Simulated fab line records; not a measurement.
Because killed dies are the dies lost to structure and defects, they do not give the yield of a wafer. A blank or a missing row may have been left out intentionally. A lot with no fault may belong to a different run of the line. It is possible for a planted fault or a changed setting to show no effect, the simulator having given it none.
Chamber matching ; flow n5-finfet ; rie-diel-04 running N5_BEOL_M5_ETCH_72: 4 sister chambers
The step etches underlayer in N2/H2, target depth 6.5 nm, time 5.2 s. 30 wafers are shown with their chamber, then 12 later ones without.

## EACH WAFER AND ITS CHAMBER
wafer;chamber;showerhead-plenum-p-Torr (Torr);throttle-valve-pct (%);oes-product-au (a.u.)
L074.2;0;2.49;17.41;0.75
L074.3;1;2.65;17.95;0.63
L074.6;1;2.65;17.95;0.63
L076.2;3;2.69;17.70;0.72
L076.4;0;2.49;17.42;0.75
L076.6;2;2.61;17.84;0.82
L075.3;3;2.69;17.71;0.72
L075.4;1;2.64;17.96;0.64
L075.6;0;2.49;17.41;0.75
L078.3;2;2.60;17.84;0.82
L078.4;0;2.49;17.41;0.76
L078.5;1;2.64;17.94;0.63
L079.1;2;2.60;17.83;0.81
L079.3;0;2.49;17.41;0.75
L079.5;1;2.64;17.97;0.63
L080.3;0;2.49;17.40;0.73
L080.4;2;2.60;17.82;0.80
L080.5;0;2.49;17.42;0.75
L081.1;3;2.69;17.73;0.71
L081.2;0;2.49;17.43;0.74
L081.3;1;2.64;17.99;0.61
L081.4;2;2.60;17.85;0.79
L081.5;3;2.69;17.72;0.72
L081.6;2;2.60;17.83;0.79
L083.1;2;2.60;17.85;0.80
L083.3;3;2.69;17.74;0.71
L083.6;2;2.60;17.84;0.80
L089.1;0;2.48;17.47;0.73
L089.4;3;2.68;17.74;0.70
L089.6;2;2.59;17.89;0.78

SIGNATURES (means of the wafers above)
reading;chamber 0;chamber 1;chamber 2;chamber 3;scatter within a chamber
showerhead-plenum-p-Torr;2.4889;2.6433;2.6000;2.6883;0.00441
throttle-valve-pct;17.4200;17.9600;17.8433;17.7233;0.0191
oes-product-au;0.7456;0.6283;0.8011;0.7133;0.011
Rule: a wafer's distance from a chamber is the root of the sum, over the readings, of the square of ((its reading less the chamber's mean) divided by the reading's scatter). If the next closest chamber is less than 2 further off than the closest, the wafer can't be placed; otherwise it belongs to the closest. The scatter is the square root of a quotient: the sum, over the shown wafers, of each reading's squared deviation from its chamber's mean, divided by wafers minus chambers.

## WAFERS MISSING THEIR CHAMBER
wafer;showerhead-plenum-p-Torr (Torr);throttle-valve-pct (%);oes-product-au (a.u.)
L090.1;2.63;18.00;0.60
L090.3;2.68;17.76;0.71
L090.4;2.59;17.88;0.78
L091.2;2.63;17.99;0.60
L091.3;2.68;17.77;0.70
L091.6;2.68;17.76;0.69
L092.3;2.48;17.49;0.70
L092.5;2.48;17.46;0.73
L092.6;2.68;17.77;0.68
L095.2;2.59;17.89;0.75
L095.4;2.48;17.47;0.70
L095.6;2.67;17.77;0.70

## THE CHAMBER EACH PASSED THROUGH
wafer;from the rows above;in truth
L090.1;1;1
L090.3;3;3
L090.4;2;2
L091.2;1;1
L091.3;3;3
L091.6;3;3
L092.3;0;0
L092.5;0;0
L092.6;3;3
L095.2;2;2
L095.4;0;0
L095.6;3;3
Placed correctly: 12 of 12. Left unplaced by these rows: 0. Wrongly placed: 0.
